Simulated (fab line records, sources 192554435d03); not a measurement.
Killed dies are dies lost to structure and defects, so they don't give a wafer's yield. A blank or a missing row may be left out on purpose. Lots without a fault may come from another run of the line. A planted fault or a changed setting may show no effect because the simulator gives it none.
One fault seen from 2 desks | flow n5_finfet | each desk has only its own numbers; what lay behind them comes last

THE METROLOGY DESK
What the gauges read, lot by lot, whatever tool the lot ran on: means of the sampled wafers that have a number. A lot is out of limits, marked OUT, if its mean lies more than 4 standard deviations from the usual mean; the brackets give that distance. Of its 10 readings 7 are shown: those that lie furthest out on some lot.
Columns: A = DIBL_N at N5_BEOL_M4_RC_MEAS_101, usual 37.5 mV/V; B = DIBL_P at N5_BEOL_M4_RC_MEAS_101, usual 38 mV/V; C = IOFF_N at N5_BEOL_M4_RC_MEAS_101, usual 0.19 nA/um; D = ION_P at N5_BEOL_M4_RC_MEAS_101, usual 465 uA/um; E = SS_N at N5_BEOL_M4_RC_MEAS_101, usual 72.0 mV/dec; F = SS_P at N5_BEOL_M4_RC_MEAS_101, usual 73.7 mV/dec; G = VT_N at N5_BEOL_M4_RC_MEAS_101, usual 248 mV
lot  | first seen here | A    | B  | C    | D   | E    | F    | G
L391 | day 7 19:21     | 37.2 | 38 | 0.18 | 461 | 71.9 | 73.5 | 251
L396 | day 8 23:56     | 32.7 | 32 | 0.11 | 460 | 70.2 | 72.1 | 254
L399 | day 10 21:11    | 36.7 | 37 | 0.14 | 457 | 71.4 | 73.5 | 253
L403 | day 11 13:14    | 35.8 | 36 | 0.16 | 450 | 71.4 | 73.2 | 248
L405 | day 11 19:13    | 36.9 | 37 | 0.15 | 464 | 71.8 | 73.6 | 252
L407 | day 11 22:50    | 36.9 | 38 | 0.16 | 465 | 72.0 | 73.8 | 251
L409 | day 12 20:11    | 36.8 | 37 | 0.17 | 465 | 71.3 | 73.8 | 248
L410 | day 13 00:09    | 36.9 | 36 | 0.18 | 464 | 71.9 | 73.7 | 247
This desk's finding: nothing out of limits on any of the 8 lots.

THE TOOL OWNER'S DESK: rie_diel-06
The tool's own readings at N5_FIN_CUT_CUT_ETCH_26 (etches SiNx in CH3F/O2, target depth 39 nm, time 55.7 s): means of the sampled wafers that have a number, for each lot that ran on this tool. A lot is out of limits, marked OUT, if its mean lies more than 4 standard deviations from the usual mean; the brackets give that distance. Of its 9 readings 7 are shown: the one that was out of limits first, and those that lie furthest out on some lot.
Columns: A = bias_w at N5_FIN_CUT_CUT_ETCH_26, usual 73.02 W; B = oes_o_777_au at N5_FIN_CUT_CUT_ETCH_26, usual 0.80 a.u.; C = oes_product_au at N5_FIN_CUT_CUT_ETCH_26, usual 0.80 a.u.; D = rf_fwd_power_W at N5_FIN_CUT_CUT_ETCH_26, usual 391.4 W; E = rf_vpp_V at N5_FIN_CUT_CUT_ETCH_26, usual 303 V; F = showerhead_plenum_p_Torr at N5_FIN_CUT_CUT_ETCH_26, usual 2.02 Torr; G = throttle_valve_pct at N5_FIN_CUT_CUT_ETCH_26, usual 16.37 %
lot  | first seen here | A     | B    | C    | D               | E   | F    | G
L396 | day 3 10:41     | 72.92 | 0.80 | 0.87 | 359.1 (-22) OUT | 319 | 2.03 | 16.23
L399 | day 4 05:19     | 72.89 | 0.75 | 0.81 | 358.5 (-22) OUT | 318 | 2.08 | 16.20
This desk's finding: out of limits on L396, L399; first on L396, day 3 10:41 (rf_fwd_power_W at N5_FIN_CUT_CUT_ETCH_26). In limits: none.

PUT TOGETHER
The tool owner's desk could have raised an alarm at day 3 10:41, on L396, L399.
The metrology desk saw nothing out of limits.
The metrology desk has L396, L399 on record, within its limits.
Of the lots named, all ran N5_FIN_CUT_CUT_ETCH_26 on rie_diel-06.

WHAT THE SIMULATOR HAD PUT IN
Process parameter drift: rie_diel-06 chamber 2, from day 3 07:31 on, at N5_FIN_CUT_CUT_ETCH_26. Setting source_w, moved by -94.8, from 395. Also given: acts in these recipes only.
Lots struck among those shown: L396, L399.
Hours from the fault's start to each desk's first reading out of limits: the tool owner's desk, 3.
